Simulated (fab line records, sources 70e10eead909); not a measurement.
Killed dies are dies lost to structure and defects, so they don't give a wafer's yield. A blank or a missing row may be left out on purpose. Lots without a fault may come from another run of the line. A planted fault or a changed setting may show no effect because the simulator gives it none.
Which tool did it? | flow nand_harc | 6 lots, 17 wafers sampled, at 4 steps of a route of 1302

WHAT THE GAUGES READ, wafer by wafer
NHARC_A_ONON_D1_THK_MEAS_02: measures by ellipsometry.
lot  | measured     | on            | thk_nm (nm)
L542 | day 9 05:32  | film_metro-02 | 1007 1006 1005
L544 | day 9 14:41  | film_metro-01 | 1002 1002 1003
L547 | day 10 23:51 | film_metro-02 | 995 995 995
L553 | day 13 13:58 | film_metro-01 | 1503 1504
L559 | day 16 00:11 | film_metro-01 | 987 985 985
L561 | day 16 23:38 | film_metro-01 | 996 995 993

WHICH TOOL RAN EACH LOT (tool, then ch and the chambers of the sampled wafers, then the start)
lot  | NHARC_P_BONDPAD_CMP_19        | NHARC_A_ZERO_WELL_ETCH_13        | NHARC_A_ONON_D1_DEP_00
L542 | cmp-01 ch 0,2,3, day 8 05:21  | rie_si-02 ch 1,2, day 8 07:22    | pecvd_onon-04 ch 0, day 9 05:01
L544 | cmp-01 ch 0,1, day 8 15:08    | rie_si-02 ch 1,3, day 8 17:28    | pecvd_onon-03 ch 0, day 9 14:14
L547 | cmp-01 ch 0,3, day 9 23:58    | rie_si-05 ch 0,2,3, day 10 02:04 | pecvd_onon-04 ch 0, day 10 23:31
L553 | cmp-01 ch 1,2, day 12 13:38   | rie_si-06 ch 2,3, day 12 15:49   | pecvd_onon-03 ch 0, day 13 13:26
L559 | cmp-03 ch 0,1,3, day 15 00:21 | rie_si-02 ch 0,2,3, day 15 02:32 | pecvd_onon-04 ch 0, day 15 23:41
L561 | cmp-03 ch 0,2, day 15 21:22   | rie_si-02 ch 0,2,3, day 15 23:38 | pecvd_onon-03 ch 0, day 16 23:07
- NHARC_P_BONDPAD_CMP_19: polishes, t overpolish 30 s, cu recess touch 16 s, target thk 160.81 nm.
- NHARC_A_ZERO_WELL_ETCH_13: etches the open film in HBr/Cl2, target depth 120 nm, time 40.1 s.
- NHARC_A_ONON_D1_DEP_00: target thk 1000 nm.

THE ANSWER, worked out from the rows above alone
Rule: what is usual is taken from the lots themselves. Put in order of their means at a reading, lots are off if they are a third of the lots or fewer, leave a main group of 4 or more, and stand apart from it by a gap of 3 or more times the standard deviation of the main group's means; of several such gaps the widest counts. A main group whose means are all the same, to the digits that the tables above print for the reading, isn't used. A lot without any number at a reading at which 4 lots or more have one is off too. The other lots that the step has rows for count as sound.
Off: L553, at NHARC_A_ONON_D1_THK_MEAS_02 (thk_nm). The main group: mean 997 nm, standard deviation 7.
A tool fits if, at a process step before that reading, it ran every lot that is off, and no sound lot after the first of them. The gauges at NHARC_A_ONON_D1_THK_MEAS_02 are tried like those tools. Can't be told from this: 2 tools fit, cmp-01 at NHARC_P_BONDPAD_CMP_19, rie_si-06 at NHARC_A_ZERO_WELL_ETCH_13.

WHAT THE SIMULATOR HAD PUT IN
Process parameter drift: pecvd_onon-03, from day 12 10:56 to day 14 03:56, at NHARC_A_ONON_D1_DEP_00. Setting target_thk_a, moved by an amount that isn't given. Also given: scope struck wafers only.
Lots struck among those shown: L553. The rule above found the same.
